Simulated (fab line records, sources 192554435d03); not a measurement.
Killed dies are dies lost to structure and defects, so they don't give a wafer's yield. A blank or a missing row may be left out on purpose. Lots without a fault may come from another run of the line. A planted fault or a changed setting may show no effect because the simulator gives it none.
fab line records | flow n5_finfet
record lots=9 wafers=26 last_day=18
route steps=1938 shown BEOL_M9@1419 PASSIVATION@1936
lots that met no fault: from a run of the same line without faults
start_h: hours from the record's first day to the start of the lot's first wafer shown | wait_h: hours since the lot's step before | " the same as in the row above | L1.1+2: a row that stands for several wafers | - no value, or no start given | * or withheld: withheld | < > ~ a bound
route shown NAME@n: a module of which the file shows steps, and the number in the route of the first | usual: mean/standard deviation of fault-free wafers | same: alike in all rows | chamber/n: place in a boat | sites: the reading at each site | _std_site: their standard deviation | _edge_site: outer sites' mean less inner sites' | radius_mm: how far each site lies from the wafer's centre | mask NAME#n: copy n | behind: the tool/chamber that last shaped the wafer | hold: why the lot was held/for how many hours/how that ended | device: the transistor (n, p or np) that didn't switch | end of line: the same wafers' tests at the end of the route | a step without rows: its recipe alone | killed: dies lost to structure and defects at the first sort, not the wafer's yield | map: a wafer's dies, x killed, . not, _ none there
set.NAME: the setting as run; set.NAME@STEP: as run at that earlier step | model.NAME: the simulator's own value behind a step, which no gauge read
steps of the route over a sample of lots; a table a step, a row a wafer
services: from which hour (start_h, from the record's first day; less than 0 if before it) a tool's chamber was out of use, for how many hours, and why
## steps
# step N5_BEOL_M9_ETCH_62
# recipe chemistry=N2/H2 target=SOC target_depth_a=1100 overetch_a=220 mask_material=SiARC temp_c=40 time_s=165 ion_energy_ev=200 pressure_mtorr=30 source_w=840 bias_w=150 n2_flow_sccm=200 h2_flow_sccm=200
# usual drypump_motor_current_A=5.76/0.26 n2_flow_sccm=199.9/0.62 oes_product_au=0.66/0.057 rf_vpp_V=524.3/2.3 showerhead_plenum_p_Torr=2.56/0.081 throttle_valve_pct=17.8/0.32
# columns lot.wafer tool chamber start_h wait_h drypump_motor_current_A n2_flow_sccm oes_product_au rf_hours_counter_h rf_vpp_V showerhead_plenum_p_Torr throttle_valve_pct
L391.3 rie_diel-05 0 211.27 0.0 5.64 199.4 0.79 12 525.4 2.60 17.3
L391.4 " 2 " " 6.05 200.5 0.59 210 522.2 2.43 18.2
L391.6 " 2 " " 6.05 199.7 0.59 - 520.3 2.43 18.2
L395.3 rie_diel-06 1 235.18 0.0 5.41 200.4 0.63 171 527.6 2.64 18.0
L395.5 " 0 " " 6.11 200.7 0.59 - 523.6 2.50 17.9
L395.6 " 3 " " 5.84 199.3 0.71 - 521.9 2.46 17.3
L397.1 rie_diel-03 1 259.62 0.0 6.35 199.6 0.61 190 526.6 2.63 17.6
L397.2 " 2 " " 5.73 199.6 0.72 74 527.4 2.68 17.5
L397.3 " 0 " " 5.59 199.7 0.73 61 524.8 2.60 17.9
L399.4 rie_diel-03 3 270.61 0.1 5.47 200.7 0.65 - 520.9 2.46 18.1
L399.5 " 0 " " 5.59 199.3 0.72 - 524.8 2.60 17.9
L399.6 " 2 " " 5.72 200.8 0.71 - 526.5 2.68 17.5
L400.3 rie_diel-03 2 271.44 0.0 5.70 200.5 0.71 80 527.2 2.68 17.5
L400.6 " 0 " " 5.61 199.6 0.72 - 525.7 2.60 17.9
L410.2 rie_diel-03 1 324.19 0.0 6.30 200.1 0.59 209 526.6 2.63 17.6
L410.4 " 3 " " 5.48 200.1 0.64 165 521.7 2.46 18.2
L410.5 " 1 " " 6.33 201.1 0.59 - 525.4 2.63 17.6
L409.1 rie_diel-03 2 366.19 0.0 5.74 199.8 0.68 109 528.2 2.67 17.5
L409.2 " 1 " " 6.37 200.1 0.58 220 525.5 2.62 17.6
L409.5 " 0 " " 5.61 199.4 0.69 - 524.2 2.58 18.0
L414.2 rie_diel-06 2 370.34 0.0 5.83 200.0 0.61 210 523.7 2.53 18.2
L414.3 " 1 " " 5.39 198.9 0.61 201 525.6 2.63 18.1
L414.5 " 1 " " 5.41 199.8 0.62 - 526.0 2.63 18.1
L411.3 rie_diel-06 3 371.41 0.0 5.83 199.7 0.68 103 522.2 2.44 17.4
L411.4 " 1 " " 5.41 199.6 0.61 - 527.5 2.63 18.1
L411.5 " 2 " " 5.83 199.7 0.61 - 524.3 2.53 18.2
# step N5_BEOL_M9_ETCH_65
# recipe chemistry=CF4 target=SiARC target_depth_a=156 mask_material=CAR-EUV time_s=26 ion_energy_ev=80 pressure_mtorr=40 source_w=545 bias_w=36 Ar_flow_sccm=100 cf4_flow_sccm=100 ends=cleared
# usual drypump_motor_current_A=5.79/0.25 etch_rf_on_time_s=26.0/0.66 oes_product_au=0.67/0.068 rf_vpp_V=184.2/1.1 showerhead_plenum_p_Torr=2.15/0.063 throttle_valve_pct=15.57/0.28
# columns lot.wafer tool chamber start_h wait_h drypump_motor_current_A etch_rf_on_time_s oes_product_au rf_hours_counter_h rf_vpp_V showerhead_plenum_p_Torr throttle_valve_pct
L391.3 rie_diel-06 3 213.64 0.0 5.85 25.5 0.73 65 184.4 2.07 15.19
L391.4 " 0 " " 6.09 26.0 0.60 221 184.7 2.12 15.82
L391.6 " 1 " " 5.40 25.6 0.65 - 184.0 2.22 15.67
L395.3 rie_diel-05 2 236.58 0.0 6.09 26.1 0.59 217 182.4 2.04 15.98
L395.5 " 3 " " 5.61 24.9 0.76 - 183.9 2.18 15.54
L395.6 " 2 " " 6.08 26.1 0.58 - 181.5 2.04 15.98
L397.1 rie_diel-05 0 261.12 0.0 5.62 26.3 0.75 29 185.7 2.19 15.16
L397.2 " 2 " " 6.03 26.1 0.58 227 182.5 2.04 15.99
L397.3 " 1 " " 5.92 26.0 0.58 235 185.0 2.20 16.01
L399.4 rie_diel-03 2 275.47 0.0 5.71 25.5 0.72 82 185.6 2.26 15.38
L399.5 " 1 " " 6.35 27.2 0.59 - 184.9 2.20 15.34
L399.6 " 0 " " 5.60 25.4 0.73 - 182.8 2.18 15.51
L400.3 rie_diel-05 0 282.50 0.0 5.64 26.6 0.74 32 183.3 2.19 15.19
L400.6 " 2 " " 6.05 26.6 0.58 - 182.9 2.04 16.00
L410.2 rie_diel-06 1 330.95 0.0 5.42 25.7 0.62 189 184.0 2.21 15.73
L410.4 " 0 " " 6.07 26.5 0.58 244 183.2 2.12 15.86
L410.5 " 3 " " 5.84 26.2 0.69 - 181.9 2.07 15.22
L409.1 rie_diel-05 0 368.69 0.0 5.62 26.8 0.71 58 184.3 2.18 15.23
L409.2 " 1 " " 5.90 26.3 0.80 8 184.7 2.20 15.51
L409.5 " 1 " " 5.91 26.4 0.80 - 184.2 2.20 15.51
L414.2 rie_diel-03 3 371.75 0.0 5.47 26.1 0.64 177 185.3 2.05 15.81
L414.3 " 1 " " 6.30 28.0 0.57 222 184.0 2.19 15.41
L414.5 " 1 " " 6.29 27.9 0.57 - 184.7 2.19 15.42
L411.3 rie_diel-05 3 372.83 0.0 5.64 25.4 0.71 76 185.8 2.17 15.58
L411.4 " 3 " " 5.62 25.4 0.71 - 182.7 2.17 15.60
L411.5 " 1 " " 5.93 26.2 0.80 - 183.6 2.19 15.52
# step N5_BEOL_M9_TRENCH_ETCH_37
# recipe chemistry=C4F6/O2 target_depth_a=1514.3 target=SiCOH_lowk time_s=49 ion_energy_ev=250 pressure_mtorr=30 source_w=345 bias_w=185 Ar_flow_sccm=300 C4F6_flow_sccm=10 O2_flow_sccm=10
# usual drypump_motor_current_A=5.80/0.25 oes_f_703_au=0.78/0.08 oes_product_au=0.78/0.079 rf_vpp_V=667/10 showerhead_plenum_p_Torr=2.86/0.082 throttle_valve_pct=20.87/0.28
# columns lot.wafer tool chamber start_h wait_h drypump_motor_current_A oes_f_703_au oes_product_au rf_hours_counter_h rf_vpp_V showerhead_plenum_p_Torr throttle_valve_pct
L391.3 rie_diel-06 3 213.87 - 5.87 0.87 0.84 65 655 2.76 20.51
L391.4 " 0 " " 6.07 0.70 0.71 221 654 2.84 21.19
L391.6 " 1 " " 5.41 0.77 0.75 - 664 2.93 20.88
L395.3 rie_diel-05 2 236.81 - 6.07 0.68 0.68 217 649 2.71 21.25
L395.5 " 3 " " 5.64 0.88 0.88 - 669 2.89 20.87
L395.6 " 2 " " 6.03 0.68 0.68 - 648 2.71 21.24
L397.1 rie_diel-05 0 261.35 - 5.62 0.85 1.15 29 682 2.90 20.56
L397.2 " 2 " " 6.04 0.68 0.67 227 649 2.71 21.26
L397.3 " 1 " " 5.92 0.67 0.89 235 668 2.93 21.42
L399.4 rie_diel-03 2 275.70 - 5.71 0.84 0.84 82 669 3.01 20.73
L399.5 " 1 " " 6.31 0.68 0.69 - 667 2.94 20.62
L399.6 " 0 " " 5.62 0.86 0.86 - 674 2.88 20.79
L400.3 rie_diel-05 0 282.73 - 5.63 0.84 1.15 32 682 2.90 20.56
L400.6 " 2 " " 6.05 0.67 0.67 - 649 2.71 21.26
L410.2 rie_diel-06 1 331.18 - 5.42 0.75 0.74 189 664 2.92 20.93
L410.4 " 0 " " 6.11 0.68 0.69 244 653 2.83 21.22
L410.5 " 3 " " 5.81 0.84 0.81 - 653 2.75 20.56
L409.1 rie_diel-05 0 369.04 - 5.63 0.80 0.84 59 683 2.89 20.52
L409.2 " 1 " " 5.89 0.93 0.95 8 669 2.92 20.93
L409.5 " 1 " " 5.92 0.93 0.94 - 668 2.92 20.94
L414.2 rie_diel-03 3 371.98 - 5.48 0.74 0.75 177 672 2.73 21.12
L414.3 " 1 " " 6.33 0.66 0.66 222 668 2.93 20.66
L414.5 " 1 " " 6.34 0.66 0.67 - 668 2.93 20.66
L411.3 rie_diel-05 3 373.06 - 5.64 0.83 0.83 76 668 2.87 20.94
L411.4 " 3 " " 5.65 0.84 0.83 - 668 2.87 20.92
L411.5 " 1 " " 5.90 0.92 0.95 - 668 2.92 20.93
# step N5_BEOL_M9_OCD_MEAS_38
# usual trench_depth_nm=151.1/2.9
# columns lot.wafer tool chamber start_h wait_h trench_depth_nm
L391.3 ocd-01 - 214.05 - 151.0
L391.4 " - " " 151.7
L391.6 " - " " 152.7
L395.3 ocd-01 - 236.99 - 149.6
L395.5 " - " " 155.3
L395.6 " - " " 149.5
L397.1 ocd-02 - 261.52 - 222.8
L397.2 " - " " 148.6
L397.3 " - " " 222.5
L399.4 ocd-01 - 275.88 - 154.1
L399.5 " - " " 144.8
L399.6 " - " " 153.4
L400.3 ocd-02 - 282.90 - 224.5
L400.6 " - " " 149.3
L410.2 ocd-02 - 331.36 - 151.7
L410.4 " - " " 147.9
L410.5 " - " " 149.2
L409.1 ocd-01 - 369.28 - 150.5
L409.2 " - " " 152.4
L409.5 " - " " 152.4
L414.2 ocd-01 - 372.16 - 151.6
L414.3 " - " " 142.8
L414.5 " - " " 143.1
L411.3 ocd-02 - 373.23 - 154.6
L411.4 " - " " 153.7
L411.5 " - " " 151.0
# step N5_BEOL_M9_CD_MEAS_35
# recipe target_cd_nm=70 target_cd_y_nm=40 polarity=opening
# usual cd_nm=69.8/0.63
# columns lot.wafer tool chamber start_h wait_h cd_nm
L391.3 cd_sem-01 - 214.20 0.0 70.3
L391.4 " - " " 69.5
L391.6 " - " " 69.3
L395.3 cd_sem-02 - 237.15 0.0 70.6
L395.5 " - " " 69.2
L395.6 " - " " 68.8
L397.1 cd_sem-02 - 261.68 0.0 69.8
L397.2 " - " " 70.0
L397.3 " - " " 69.7
L399.4 cd_sem-01 - 276.04 0.0 70.1
L399.5 " - " " 70.2
L399.6 " - " " 70.6
L400.3 cd_sem-03 - 283.06 0.0 71.2
L400.6 " - " " 69.7
L410.2 cd_sem-01 - 331.51 0.0 69.2
L410.4 " - " " 70.4
L410.5 " - " " 70.1
L409.1 cd_sem-01 - 369.44 0.0 69.7
L409.2 " - " " 68.8
L409.5 " - " " 69.2
L414.2 cd_sem-02 - 372.32 0.0 70.6
L414.3 " - " " 69.3
L414.5 " - " " 70.1
L411.3 cd_sem-03 - 373.39 0.0 70.7
L411.4 " - " " 69.8
L411.5 " - " " 70.2
# step N5_BEOL_M9_THK_MEAS_53
# recipe thk_meas_gauge=xrf reads=Cu_of_BEOL_M9_ECD_50
# usual M9_THK=139/3.1
# columns lot.wafer tool chamber start_h wait_h M9_THK[nm]
L391.3 film_metro-01 - 217.58 - 138
L391.4 " - " " 138
L391.6 " - " " 139
L395.3 film_metro-01 - 240.17 - 137
L395.5 " - " " 140
L395.6 " - " " 135
L397.1 film_metro-01 - 265.13 - 212
L397.2 " - " " 137
L397.3 " - " " 209
L399.4 film_metro-02 - 278.09 - 141
L399.5 " - " " 133
L399.6 " - " " 142
L400.3 film_metro-02 - 284.79 - 212
L400.6 " - " " 140
L410.2 film_metro-02 - 333.51 - 140
L410.4 " - " " 136
L410.5 " - " " 139
L409.1 film_metro-02 - 372.33 - 139
L409.2 " - " " 141
L409.5 " - " " 140
L414.2 film_metro-02 - 374.93 - 140
L414.3 " - " " 131
L414.5 " - " " 130
L411.3 film_metro-02 - 375.88 - 142
L411.4 " - " " 141
L411.5 " - " " 139
# step N5_BEOL_M9_RS_MEAS_57
# recipe thk_meas_gauge=four-point-probe reads=Cu_of_BEOL_M9_ECD_50+Co_of_BEOL_M9_CVD_78+TaN_of_BEOL_M9_ALD_74
# usual M9_RS=0.151/0.0037
# columns lot.wafer tool chamber start_h wait_h M9_RS[ohm/sq]
L391.3 film_metro-01 - 217.72 0.1 0.149
L391.4 " - " " 0.148
L391.6 " - " " 0.147
L395.3 film_metro-02 - 240.32 0.1 0.150
L395.5 " - " " 0.147
L395.6 " - " " 0.153
L397.1 film_metro-01 - 265.30 0.1 0.095
L397.2 " - " " 0.154
L397.3 " - " " 0.097
L399.4 film_metro-01 - 278.23 0.0 0.150
L399.5 " - " " 0.160
L399.6 " - " " 0.150
L400.3 film_metro-01 - 284.93 0.1 0.097
L400.6 " - " " 0.152
L410.2 film_metro-02 - 333.65 0.1 0.149
L410.4 " - " " 0.155
L410.5 " - " " 0.151
L409.1 film_metro-01 - 372.46 0.1 0.152
L409.2 " - " " 0.151
L409.5 " - " " 0.152
L414.2 film_metro-02 - 375.07 0.1 0.150
L414.3 " - " " 0.161
L414.5 " - " " 0.163
L411.3 film_metro-01 - 376.02 0.1 0.148
L411.4 " - " " 0.148
L411.5 " - " " 0.151
# step N5_PASSIVATION_PROBE_49
# usual defect_limited_yield=91.5/1.5 killed_at_M0_to_M3=33/10 killed_at_M4_up=15/6.4 killed_at_contacts=12/5.4 killed_at_front_end=38/9.8 killed_at_other=4/3.1 killed_dies=101/18 killed_open=67/14 killed_short=33/7.9 sort_bin_5_function=5.0/1 sort_bin_6_memory=3.2/0.67 sort_n_pass=1079/18 sort_yield_pct=91.5/1.5
# same gross_dies=1180 killed_at_back_side=0 sort_bin_4_leakage[%]=0 sort_bin_8_speed[%]=0
# columns lot.wafer tool chamber start_h wait_h defect_limited_yield[%] killed_at_M0_to_M3 killed_at_M4_up killed_at_contacts killed_at_front_end killed_at_other killed_dies killed_open killed_short sort_bin_5_function[%] sort_bin_6_memory[%] sort_n_pass sort_yield_pct[%]
L397.1 prober-02 - 337.80 0.0 92.5 24 14 7 37 6 88 57 29 4.8 2.1 1092 92.5
L397.3 prober-02 - 337.90 0.1 88.7 45 34 13 38 3 133 93 33 6.7 4.0 1047 88.7
# killed by level:class
L397.1 STI_FIN_REVEAL:geometric_particle:open=13 BEOL_M4:geometric_particle:open=8 MOL_CONTACT_COAG:geometric_particle:open=7 BEOL_M0_SAQP:geometric_particle:short=6 BEOL_M3:geometric_particle:open=5 FIN_SAQP:geometric_particle:open=4 STARTING-WAFER:geometric_particle:open=4 FIN_SAQP:geometric_particle:short=3
L397.3 BEOL_M3:geometric_particle:open=13 BEOL_M4:geometric_particle:open=12 MOL_CONTACT_COAG:geometric_particle:open=12 BEOL_M0_SAQP:geometric_particle:open=8 BEOL_M0_SAQP:geometric_particle:short=8 GATE_CUT:geometric_particle:short=6 FIN_SAQP:geometric_particle:short=5 STI_FIN_REVEAL:geometric_particle:open=5
## services
# columns tool chamber start_h hours kind
rie_diel-05 3 199.25 6.7 repair
rie_diel-05 - 215.61 0.7 repair
rie_diel-05 3 239.24 9.6 repair
rie_diel-06 2 252.13 10.8 repair
rie_diel-06 0 256.55 7.3 repair
rie_diel-06 1 257.61 3.4 repair
rie_diel-03 1 264.32 8.9 repair
rie_diel-05 - 264.84 14.6 pm
rie_diel-06 3 291.33 1.9 repair
rie_diel-05 1 312.03 4.2 repair
rie_diel-05 1 326.87 - clean
rie_diel-05 1 326.87 - consumable_replace:focus_ring
rie_diel-05 1 326.87 16.5 scheduled_down
rie_diel-05 1 326.87 16.5 vent_cycle
rie_diel-05 - 329.63 7.5 repair
rie_diel-05 2 353.78 - clean
rie_diel-05 2 353.78 - consumable_replace:focus_ring
rie_diel-05 2 353.78 - consumable_replace:showerhead
rie_diel-05 2 353.78 19.7 scheduled_down
rie_diel-05 2 353.78 19.7 vent_cycle
rie_diel-05 3 365.69 3.9 repair
rie_diel-06 0 369.06 18.3 repair
## key
first_sign step=N5_BEOL_M9_TRENCH_ETCH_37 reading=oes_product_au direction=up sigmas=3.5 usual=0.78 struck=1.06
effect step=N5_BEOL_M9_OCD_MEAS_38 reading=trench_depth_nm direction=up sigmas=25 usual=151.1 struck=223.3
effect step=N5_BEOL_M9_THK_MEAS_53 reading=M9_THK direction=up sigmas=23 usual=139 struck=211
effect step=N5_BEOL_M9_RS_MEAS_57 reading=M9_RS direction=down sigmas=15 usual=0.151 struck=0.096
met_at N5_BEOL_M9_TRENCH_ETCH_37
struck_lots L397,L400
struck_wafers L397.1,L397.3,L400.3
not_acting_at N5_BEOL_M9_ETCH_62,N5_BEOL_M9_ETCH_65,N5_BEOL_M9_CD_MEAS_35
onset_between 236.81 261.35
fault kind=process_parameter_drift tool=rie_diel-05 chamber=- onset_h=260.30 steps=N5_BEOL_M9_TRENCH_ETCH_37 channel=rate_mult offset=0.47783 shape=step end_h=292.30 scope=struck_wafers_only
